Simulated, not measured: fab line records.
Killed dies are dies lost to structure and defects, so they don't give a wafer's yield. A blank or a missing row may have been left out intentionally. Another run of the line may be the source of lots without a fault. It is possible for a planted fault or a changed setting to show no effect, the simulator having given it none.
fab line records + flow n5-finfet + part 2 of 2: steps 5 to 6 of 6
record
- lots=24
- wafers=72
- last-day=17
route steps=1938 shown FIN_SAQP@99 FIN_CUT@166 DUMMY_GATE@214
lots that met no fault: from a run of the same line without faults
start-h: start of the lot's first displayed wafer, in hours after the record's first day + wait-h: hours since the lot's step before + " the same as in the row above + L1.1+2: a row that stands for several wafers + - no value present, or no start provided + * or withheld: withheld + < > ~ a bound
route shown NAME@n: names a module that has steps shown in the file, with the first one's number in the route + usual: average and standard deviation across the fault-free wafers + same: alike in all rows + chamber/n: place in a boat + sites: the reading at each site + _std_site: the values' standard deviation + _edge_site: inner sites' mean taken away from outer sites' mean + radius-mm: how far each site lies from the wafer's centre + mask NAME#n: copy n + behind: the most recent tool/chamber to have shaped the wafer + hold: why the lot went on hold/how many hours it stayed there/how the hold came to an end + device: which transistor (n, p or np) failed to switch + end of line: tests of these same wafers at the route's end + a step without rows: its recipe alone + killed: count of dies lost to structure and defects at first sort (not the wafer's yield) + map: per-die view of a wafer (x killed, . not killed, _ where there is no die)
set.NAME: setting as actually run; set.NAME@STEP: the setting as run at that earlier step + model.NAME: the simulator's own value behind a step, which no gauge read
the route's steps for a sample of lots (tables are steps, rows are wafers)
services: the hour from which a tool's chamber was out of use, counted from the record's first day as start-h (under 0 if before that day), plus the number of hours and why
## steps
# step N5_DUMMY_GATE_OVL_MEAS_16
# recipe
- points-per-wafer=522
# usual
- GATE_OVL=-0.4/0.62
| lot.wafer | tool       | chamber | start-h | wait-h | GATE_OVL[nm] |
|-----------|------------|---------|---------|--------|--------------|
| L074.2    | overlay-02 | 0       | 45.58   | 0.0    | -0.6         |
| L074.3    | "          | 0       | "       | "      | -1.1         |
| L074.5    | "          | 0       | "       | "      | -1.0         |
| L075.1    | overlay-02 | 0       | 53.61   | 0.0    | -0.1         |
| L075.3    | "          | 0       | "       | "      | -1.1         |
| L075.5    | "          | 0       | "       | "      | -1.8         |
| L076.1    | overlay-01 | 0       | 57.46   | 0.0    | 0.3          |
| L076.4    | "          | 0       | "       | "      | 0.0          |
| L076.6    | "          | 0       | "       | "      | -0.7         |
| L077.2    | overlay-02 | 0       | 64.51   | 0.0    | 0.8          |
| L077.5    | "          | 0       | "       | "      | 1.2          |
| L077.6    | "          | 0       | "       | "      | -0.1         |
| L078.1    | overlay-01 | 0       | 70.10   | 0.0    | -1.1         |
| L078.2    | "          | 0       | "       | "      | -1.4         |
| L078.4    | "          | 0       | "       | "      | -1.2         |
| L079.1    | overlay-02 | 0       | 74.23   | 0.0    | -0.8         |
| L079.2    | "          | 0       | "       | "      | -1.4         |
| L079.5    | "          | 0       | "       | "      | -0.1         |
| L080.2    | overlay-01 | 0       | 82.65   | 0.0    | -1.1         |
| L080.3    | "          | 0       | "       | "      | -1.2         |
| L080.4    | "          | 0       | "       | "      | -0.6         |
| L081.2    | overlay-02 | 0       | 87.14   | 0.0    | 0.1          |
| L081.4    | "          | 0       | "       | "      | 0.3          |
| L081.5    | "          | 0       | "       | "      | 0.4          |
| L082.1    | overlay-01 | 0       | 93.32   | 0.0    | -0.6         |
| L082.3    | "          | 0       | "       | "      | 0.0          |
| L082.6    | "          | 0       | "       | "      | 0.0          |
| L083.1    | overlay-01 | 0       | 106.22  | 0.0    | 0.4          |
| L083.2    | "          | 0       | "       | "      | -0.6         |
| L083.3    | "          | 0       | "       | "      | 0.8          |
| L084.2    | overlay-01 | 0       | 108.21  | 0.0    | -0.7         |
| L084.5    | "          | 0       | "       | "      | -0.6         |
| L084.6    | "          | 0       | "       | "      | -0.7         |
| L085.1    | overlay-02 | 0       | 116.28  | 0.0    | -0.5         |
| L085.4    | "          | 0       | "       | "      | 0.5          |
| L085.5    | "          | 0       | "       | "      | 0.0          |
| L086.2    | overlay-01 | 0       | 120.18  | 0.0    | -0.4         |
| L086.4    | "          | 0       | "       | "      | -0.2         |
| L086.6    | "          | 0       | "       | "      | -0.6         |
| L087.1    | overlay-01 | 0       | 123.74  | 0.0    | -0.8         |
| L087.3    | "          | 0       | "       | "      | -0.2         |
| L087.5    | "          | 0       | "       | "      | -0.5         |
| L088.1    | overlay-01 | 0       | 131.49  | 0.0    | -1.3         |
| L088.2    | "          | 0       | "       | "      | -0.6         |
| L088.4    | "          | 0       | "       | "      | -1.1         |
| L089.2    | overlay-01 | 0       | 136.80  | 0.0    | -0.6         |
| L089.3    | "          | 0       | "       | "      | -0.2         |
| L089.5    | "          | 0       | "       | "      | 0.2          |
| L090.2    | overlay-02 | 0       | 141.96  | 0.0    | 0.3          |
| L090.3    | "          | 0       | "       | "      | 0.5          |
| L090.4    | "          | 0       | "       | "      | -0.9         |
| L091.3    | overlay-02 | 0       | 147.00  | 0.0    | -1.3         |
| L091.4    | "          | 0       | "       | "      | -1.5         |
| L091.6    | "          | 0       | "       | "      | -0.4         |
| L092.1    | overlay-01 | 0       | 155.08  | 0.0    | -1.9         |
| L092.2    | "          | 0       | "       | "      | -1.2         |
| L092.5    | "          | 0       | "       | "      | -1.4         |
| L093.4    | overlay-01 | 0       | 160.86  | 0.0    | -0.7         |
| L093.5    | "          | 0       | "       | "      | -0.9         |
| L093.6    | "          | 0       | "       | "      | -0.5         |
| L094.2    | overlay-02 | 0       | 166.25  | 0.0    | -0.3         |
| L094.3    | "          | 0       | "       | "      | -0.7         |
| L094.4    | "          | 0       | "       | "      | 0.3          |
| L095.1    | overlay-01 | 0       | 171.52  | 0.0    | 0.2          |
| L095.4    | "          | 0       | "       | "      | 0.0          |
| L095.5    | "          | 0       | "       | "      | -0.3         |
| L096.1    | overlay-01 | 0       | 178.49  | 0.0    | -0.8         |
| L096.2    | "          | 0       | "       | "      | -0.4         |
| L096.6    | "          | 0       | "       | "      | -0.5         |
| L097.1    | overlay-01 | 0       | 183.15  | 0.0    | -0.3         |
| L097.3    | "          | 0       | "       | "      | -1.2         |
| L097.5    | "          | 0       | "       | "      | -0.8         |
# step N5_DUMMY_GATE_STRIP_41
# recipe
- chemistry=O2
- power-w=400
- temp-c=40
- pressure-mtorr=30
- rf-frequency-hz=6e+07
- bias-power-w=0
- overash-fraction=0.3
- o2-flow-sccm=225
# usual
- drypump-motor-current-A=5.7/0.42
- oes-product-au=0.76/0.057
- rf-vpp-V=3.7/0.5
- showerhead-plenum-p-Torr=2.09/0.06
- throttle-valve-pct=16.70/0.14
| lot.wafer | tool        | chamber | start-h | wait-h | drypump-motor-current-A | oes-product-au | rf-hours-counter-h | rf-vpp-V | showerhead-plenum-p-Torr | throttle-valve-pct |
|-----------|-------------|---------|---------|--------|-------------------------|----------------|--------------------|----------|--------------------------|--------------------|
| L074.2    | rie-diel-04 | 2       | 46.52   | 0.0    | 6.2                     | 0.79           | 116                | 4.2      | 2.11                     | 16.84              |
| L074.3    | "           | 0       | "       | "      | 5.2                     | 0.75           | 148                | 5.3      | 2.00                     | 16.64              |
| L074.5    | "           | 3       | "       | "      | 5.2                     | 0.72           | -                  | 3.2      | 2.09                     | 16.53              |
| L075.1    | rie-diel-02 | 3       | 54.18   | 0.0    | 5.9                     | 0.74           | 190                | 3.3      | 2.08                     | 16.43              |
| L075.3    | "           | 1       | "       | "      | 6.1                     | 0.82           | 73                 | 3.1      | 2.04                     | 16.91              |
| L075.5    | "           | 2       | "       | "      | 6.3                     | 0.75           | -                  | 4.2      | 2.20                     | 16.75              |
| L076.1    | rie-diel-04 | 0       | 58.12   | 0.0    | 5.2                     | 0.76           | 152                | 2.2      | 2.00                     | 16.65              |
| L076.4    | "           | 2       | "       | "      | 6.2                     | 0.78           | -                  | 3.0      | 2.11                     | 16.85              |
| L076.6    | "           | 3       | "       | "      | 5.3                     | 0.72           | -                  | 3.4      | 2.09                     | 16.53              |
| L077.2    | rie-diel-04 | 3       | 65.28   | 0.0    | 5.3                     | 0.71           | 213                | 4.0      | 2.09                     | 16.53              |
| L077.5    | "           | 2       | "       | "      | 6.2                     | 0.78           | -                  | 3.4      | 2.11                     | 16.86              |
| L077.6    | "           | 0       | "       | "      | 5.2                     | 0.75           | -                  | 3.0      | 2.00                     | 16.68              |
| L078.1    | rie-diel-05 | 3       | 70.66   | 0.0    | 6.1                     | 0.82           | 66                 | 3.6      | 2.05                     | 16.65              |
| L078.2    | "           | 2       | "       | "      | 5.3                     | 0.74           | 152                | 4.2      | 2.19                     | 16.54              |
| L078.4    | "           | 1       | "       | "      | 6.3                     | 0.70           | 201                | 3.9      | 2.18                     | 16.67              |
| L079.1    | rie-diel-05 | 0       | 74.83   | 0.0    | 6.1                     | 0.88           | 31                 | 4.1      | 2.14                     | 16.70              |
| L079.2    | "           | 3       | "       | "      | 6.1                     | 0.83           | 67                 | 3.8      | 2.05                     | 16.64              |
| L079.5    | "           | 2       | "       | "      | 5.3                     | 0.74           | -                  | 3.6      | 2.19                     | 16.53              |
| L080.2    | rie-diel-02 | 1       | 83.52   | 0.0    | 6.0                     | 0.80           | 83                 | 3.7      | 2.04                     | 16.96              |
| L080.3    | "           | 0       | "       | "      | 5.8                     | 0.76           | 175                | 3.9      | 2.09                     | 16.86              |
| L080.4    | "           | 2       | "       | "      | 6.3                     | 0.75           | 144                | 3.9      | 2.19                     | 16.79              |
| L081.2    | rie-diel-04 | 3       | 87.77   | 0.0    | 5.3                     | 0.70           | 222                | 3.7      | 2.09                     | 16.55              |
| L081.4    | "           | 2       | "       | "      | 6.2                     | 0.76           | -                  | 4.3      | 2.10                     | 16.87              |
| L081.5    | "           | 3       | "       | "      | 5.2                     | 0.70           | -                  | 3.0      | 2.09                     | 16.56              |
| L082.1    | rie-diel-02 | 1       | 93.96   | 0.0    | 6.0                     | 0.82           | 86                 | 3.4      | 2.04                     | 16.95              |
| L082.3    | "           | 2       | "       | "      | 6.3                     | 0.75           | 147                | 3.0      | 2.19                     | 16.80              |
| L082.6    | "           | 2       | "       | "      | 6.3                     | 0.75           | -                  | 3.3      | 2.19                     | 16.78              |
| L083.1    | rie-diel-02 | 3       | 107.21  | 0.0    | 5.8                     | 0.72           | 206                | 3.8      | 2.07                     | 16.48              |
| L083.2    | "           | 1       | "       | "      | 6.0                     | 0.80           | 90                 | 3.7      | 2.04                     | 16.96              |
| L083.3    | "           | 0       | "       | "      | 5.8                     | 0.76           | 183                | 3.6      | 2.09                     | 16.87              |
| L084.2    | rie-diel-04 | 1       | 109.03  | 0.0    | 5.2                     | 0.93           | 17                 | 4.5      | 2.15                     | 16.58              |
| L084.5    | "           | 2       | "       | "      | 6.2                     | 0.77           | -                  | 3.5      | 2.10                     | 16.89              |
| L084.6    | "           | 3       | "       | "      | 5.3                     | 0.69           | -                  | 3.8      | 2.09                     | 16.57              |
| L085.1    | rie-diel-02 | 0       | 116.85  | 0.0    | 5.8                     | 0.75           | 186                | 3.8      | 2.09                     | 16.87              |
| L085.4    | "           | 2       | "       | "      | 6.3                     | 0.75           | 150                | 4.0      | 2.19                     | 16.80              |
| L085.5    | "           | 3       | "       | "      | 5.8                     | 0.73           | -                  | 3.1      | 2.07                     | 16.48              |
| L086.2    | rie-diel-04 | 0       | 120.73  | 0.0    | 5.2                     | 0.74           | 176                | 3.4      | 1.99                     | 16.71              |
| L086.4    | "           | 1       | "       | "      | 5.2                     | 0.93           | 20                 | 2.9      | 2.15                     | 16.58              |
| L086.6    | "           | 3       | "       | "      | 5.2                     | 0.69           | -                  | 2.7      | 2.09                     | 16.57              |
| L087.1    | rie-diel-05 | 2       | 124.55  | 0.0    | 5.3                     | 0.73           | 171                | 3.9      | 2.18                     | 16.58              |
| L087.3    | "           | 0       | "       | "      | 6.1                     | 0.85           | 48                 | 3.3      | 2.13                     | 16.73              |
| L087.5    | "           | 1       | "       | "      | 6.3                     | 0.68           | -                  | 3.2      | 2.17                     | 16.69              |
| L088.1    | rie-diel-04 | 1       | 132.05  | 0.0    | 5.2                     | 0.91           | 24                 | 2.6      | 2.14                     | 16.61              |
| L088.2    | "           | 2       | "       | "      | 6.2                     | 0.76           | 147                | 3.0      | 2.10                     | 16.88              |
| L088.4    | "           | 0       | "       | "      | 5.2                     | 0.73           | 180                | 3.9      | 1.99                     | 16.71              |
| L089.2    | rie-diel-05 | 1       | 137.35  | 0.0    | 6.3                     | 0.69           | 218                | 3.9      | 2.17                     | 16.71              |
| L089.3    | "           | 0       | "       | "      | 6.1                     | 0.86           | 51                 | 3.5      | 2.13                     | 16.74              |
| L089.5    | "           | 2       | "       | "      | 5.3                     | 0.72           | -                  | 3.6      | 2.18                     | 16.57              |
| L090.2    | rie-diel-05 | 0       | 143.41  | 0.0    | 6.1                     | 0.84           | 54                 | 2.9      | 2.13                     | 16.74              |
| L090.3    | "           | 2       | "       | "      | 5.3                     | 0.72           | 176                | 3.9      | 2.18                     | 16.59              |
| L090.4    | "           | 3       | "       | "      | 6.1                     | 0.81           | -                  | 3.6      | 2.05                     | 16.66              |
| L091.3    | rie-diel-05 | 3       | 147.56  | 0.0    | 6.1                     | 0.80           | 88                 | 3.7      | 2.05                     | 16.70              |
| L091.4    | "           | 2       | "       | "      | 5.3                     | 0.73           | -                  | 4.3      | 2.18                     | 16.59              |
| L091.6    | "           | 0       | "       | "      | 6.1                     | 0.85           | -                  | 3.6      | 2.13                     | 16.75              |
| L092.1    | rie-diel-04 | 3       | 155.70  | 0.0    | 5.3                     | 0.70           | 241                | 3.9      | 2.08                     | 16.58              |
| L092.2    | "           | 1       | "       | "      | 5.2                     | 0.90           | 31                 | 3.8      | 2.14                     | 16.61              |
| L092.5    | "           | 0       | "       | "      | 5.2                     | 0.73           | -                  | 3.6      | 1.99                     | 16.73              |
| L093.4    | rie-diel-02 | 0       | 161.52  | 0.0    | 5.8                     | 0.74           | -                  | 3.3      | 2.08                     | 16.92              |
| L093.5    | "           | 2       | "       | "      | 6.3                     | 0.73           | -                  | 3.0      | 2.19                     | 16.85              |
| L093.6    | "           | 1       | "       | "      | 6.0                     | 0.78           | -                  | 4.5      | 2.03                     | 16.99              |
| L094.2    | rie-diel-02 | 0       | 166.80  | 0.0    | 5.8                     | 0.74           | 203                | 3.2      | 2.08                     | 16.90              |
| L094.3    | "           | 2       | "       | "      | 6.2                     | 0.73           | 167                | 3.7      | 2.19                     | 16.83              |
| L094.4    | "           | 3       | "       | "      | 5.8                     | 0.72           | 220                | 4.6      | 2.07                     | 16.51              |
| L095.1    | rie-diel-05 | 3       | 172.17  | 0.0    | 6.2                     | 0.80           | 96                 | 3.3      | 2.04                     | 16.71              |
| L095.4    | "           | 0       | "       | "      | 6.0                     | 0.83           | 63                 | 3.7      | 2.12                     | 16.77              |
| L095.5    | "           | 3       | "       | "      | 6.2                     | 0.79           | -                  | 3.5      | 2.04                     | 16.70              |
| L096.1    | rie-diel-04 | 2       | 179.17  | 0.0    | 6.2                     | 0.75           | 160                | 3.4      | 2.09                     | 16.92              |
| L096.2    | "           | 3       | "       | "      | 5.3                     | 0.69           | 248                | 3.5      | 2.08                     | 16.59              |
| L096.6    | "           | 0       | "       | "      | 5.2                     | 0.73           | -                  | 4.4      | 1.99                     | 16.74              |
| L097.1    | rie-diel-04 | 0       | 183.73  | 0.0    | 5.2                     | 0.72           | 193                | 4.8      | 1.98                     | 16.73              |
| L097.3    | "           | 1       | "       | "      | 5.2                     | 0.88           | 39                 | 3.5      | 2.14                     | 16.63              |
| L097.5    | "           | 1       | "       | "      | 5.2                     | 0.88           | -                  | 3.5      | 2.14                     | 16.64              |
## services
| tool        | chamber | start-h | hours | kind   |
|-------------|---------|---------|-------|--------|
| rie-diel-06 | 2       | 2.24    | 10.3  | repair |
| rie-diel-04 | 1       | 3.07    | 86.5  | repair |
| pecvd-03    | 0       | 10.49   | 3.3   | repair |
| rie-diel-04 | 3       | 11.12   | 5.8   | repair |
| rie-diel-05 | 2       | 11.22   | 13.7  | repair |
| ald-sin-04  | -       | 13.26   | 0.6   | repair |
| rie-diel-05 | 1       | 20.85   | 5.0   | repair |
| rie-diel-05 | 0       | 35.38   | 14.7  | repair |
| rie-diel-02 | -       | 50.71   | 2.8   | repair |
| rie-diel-01 | 3       | 68.92   | 12.7  | repair |
| rie-diel-05 | 1       | 75.65   | 12.2  | repair |
| ald-sin-04  | -       | 85.25   | 14.0  | pm     |
| ald-sin-04  | -       | 99.25   | 15.6  | pm     |
| rie-diel-04 | 3       | 102.34  | 4.6   | repair |
| rie-diel-02 | 2       | 104.30  | 10.3  | repair |
| rie-diel-05 | 3       | 106.16  | 6.8   | repair |
| ald-sin-04  | -       | 114.85  | 6.1   | pm     |
| pecvd-02    | -       | 136.08  | 14.6  | pm     |
| rie-diel-05 | 1       | 139.32  | 17.3  | repair |
| rie-diel-02 | 3       | 143.02  | 4.5   | repair |
| rie-diel-04 | 0       | 150.47  | 3.8   | repair |
| pecvd-02    | 0       | 153.68  | 4.6   | repair |
| rie-diel-02 | 3       | 155.23  | 9.1   | repair |
| rie-diel-04 | 2       | 180.80  | 8.5   | repair |
